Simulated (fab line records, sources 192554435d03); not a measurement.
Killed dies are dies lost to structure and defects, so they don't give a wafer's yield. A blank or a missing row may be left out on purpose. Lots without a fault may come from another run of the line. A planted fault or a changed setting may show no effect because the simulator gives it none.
Which tool did it? | flow n5_finfet | 12 lots, 36 wafers sampled, at 4 steps of a route of 1938

WHAT THE GAUGES READ, wafer by wafer
N5_BEOL_M12_RS_MEAS_54: measures by four-point-probe.
lot  | measured     | on            | M12_RS (ohm/sq)
L076 | day 11 01:17 | film_metro-02 | 0.0602 0.0606 0.0618
L077 | day 11 09:41 | film_metro-01 | 0.0603 0.0605 0.0606
L079 | day 11 23:43 | film_metro-02 | 0.0600 0.0611 0.0607
L081 | day 12 15:19 | film_metro-02 | 0.0613 0.0608 0.0607
L080 | day 13 05:57 | film_metro-02 | 0.0604 0.0594 0.0594
L085 | day 13 12:20 | film_metro-01 | 0.0602 0.0606 0.0606
L086 | day 13 21:38 | film_metro-01 | 0.0604 0.0607 0.0601
L091 | day 14 21:10 | film_metro-02 | 0.0598 0.0598 0.0610
L090 | day 15 04:11 | film_metro-01 | 0.0613 0.0613 0.0617
L092 | day 15 07:40 | film_metro-02 | 0.0599 0.0603 0.0601
L095 | day 16 00:20 | film_metro-01 | 0.0610 0.0609 0.0612
L097 | day 16 06:44 | film_metro-01 | 0.0612 0.0626 0.0612

WHICH TOOL RAN EACH LOT (tool, then ch and the chambers of the sampled wafers, then the start)
lot  | N5_BEOL_M12_ETCH_38                | N5_BEOL_M12_CMP_49            | N5_BEOL_M12_DEP_53
L076 | rie_diel-02 ch 0,3, day 10 20:46   | cmp-02 ch 0,1,3, day 11 00:55 | pecvd-04 ch 0,2, day 11 01:14
L077 | rie_diel-04 ch 1,3, day 11 07:42   | cmp-01 ch 0,2,3, day 11 09:18 | pecvd-04 ch 0,1,2, day 11 09:37
L079 | rie_diel-04 ch 0,3, day 11 21:23   | cmp-02 ch 0,1,2, day 11 23:18 | pecvd-01 ch 0,1,2, day 11 23:40
L081 | rie_diel-03 ch 0,1, day 12 13:10   | cmp-01 ch 0,2,3, day 12 15:01 | pecvd-01 ch 0,2, day 12 15:15
L080 | rie_diel-03 ch 0,1,2, day 13 03:33 | cmp-02 ch 1,2, day 13 05:34   | pecvd-04 ch 0,2, day 13 05:53
L085 | rie_diel-03 ch 0,1,2, day 13 10:30 | cmp-02 ch 0,2, day 13 11:56   | pecvd-03 ch 0,1, day 13 12:16
L086 | rie_diel-04 ch 2,3, day 13 20:06   | cmp-01 ch 2,3, day 13 21:15   | pecvd-04 ch 1,2, day 13 21:34
L091 | rie_diel-04 ch 1,2,3, day 14 18:35 | cmp-01 ch 0,1,3, day 14 20:44 | pecvd-04 ch 0,1,2, day 14 21:06
L090 | rie_diel-03 ch 1,2, day 15 02:06   | cmp-02 ch 2,3, day 15 03:48   | pecvd-03 ch 0,2, day 15 04:07
L092 | rie_diel-04 ch 0,1,2, day 15 06:02 | cmp-03 ch 0,1,2, day 15 07:14 | pecvd-03 ch 0,1,2, day 15 07:35
L095 | rie_diel-03 ch 0,2,3, day 15 22:25 | cmp-02 ch 2,3, day 15 23:55   | pecvd-03 ch 0,1,2, day 16 00:17
L097 | rie_diel-04 ch 1,2,3, day 16 04:44 | cmp-02 ch 0,1,3, day 16 06:20 | pecvd-04 ch 0,1, day 16 06:40
- N5_BEOL_M12_ETCH_38: etches SiCN in CF4/N2, target depth 68.7 nm, time 73.4 s.
- N5_BEOL_M12_CMP_49: polishes, stops on SiOC, t overpolish 20.6 s, target thk 320 nm.
- N5_BEOL_M12_DEP_53: deposits SiCN from 3MS/NH3, target thk 30 nm, time 10.5 s.

THE ANSWER, worked out from the rows above alone
Rule: what is usual is taken from the lots themselves. Put in order of their means at a reading, lots are off if they are a third of the lots or fewer, leave a main group of 4 or more, and stand apart from it by a gap of 3 or more times the standard deviation of the main group's means; of several such gaps the widest counts. A main group whose means are all the same, to the digits that the tables above print for the reading, isn't used. A lot without any number at a reading at which 4 lots or more have one is off too. The other lots that the step has rows for count as sound.
No lot is off at any reading shown: from this, nothing can be told.

WHAT THE SIMULATOR HAD PUT IN
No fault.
